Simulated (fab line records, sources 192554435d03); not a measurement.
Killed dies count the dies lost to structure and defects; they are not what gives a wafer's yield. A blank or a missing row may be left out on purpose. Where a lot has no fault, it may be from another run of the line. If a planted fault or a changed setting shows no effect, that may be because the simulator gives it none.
Matching of chambers	flow n5Finfet	N5_GATE_CUT_ETCH_28 on rieDiel-04 has 4 sister chambers
The step etches underlayer in N2/H2, target depth 13 nm, time 10.4 s. 8 wafers are shown with their chamber, then 8 later ones without.

## EACH WAFER AND ITS CHAMBER
wafer	chamber	showerheadPlenumPTorr (Torr)	drypumpMotorCurrentA (A)
L076.1	2	2.52	6.2
L076.3	1	2.60	5.4
L082.1	1	2.60	5.4
L082.6	3	2.42	6.8
L085.2	3	2.41	6.8
L085.4	0	2.65	5.4
L085.6	2	2.51	6.1
L086.1	0	2.65	5.4

## WAFERS MISSING THEIR CHAMBER
wafer	showerheadPlenumPTorr (Torr)	drypumpMotorCurrentA (A)
L086.2	2.41	6.8
L086.3	2.51	6.1
L088.1	2.41	6.7
L088.4	2.51	6.1
L088.6	2.41	6.8
L094.1	2.41	6.8
L094.3	2.65	5.4
L094.4	2.59	5.4

## THE CHAMBER EACH PASSED THROUGH
wafer	from the rows above	in truth
L086.2	3	3
L086.3	2	2
L088.1	3	3
L088.4	2	2
L088.6	3	3
L094.1	3	3
L094.3	0	0
L094.4	1	1
Placed correctly: 8 of 8. Can't be placed from these rows: 0. 0 placed wrongly.
How it was worked out, from the rows above alone: a wafer's distance from a chamber is the root of the sum, over the readings, of the square of ((its reading less the chamber's mean) divided by the reading's scatter). If the next closest chamber is less than 2 further off than the closest, the wafer can't be placed; otherwise it belongs to the closest. For every chamber, the mean is computed from those of its wafers that are shown. The scatter is the square root of a quotient: the sum, over the shown wafers, of each reading's squared deviation from its chamber's mean, divided by wafers minus chambers.
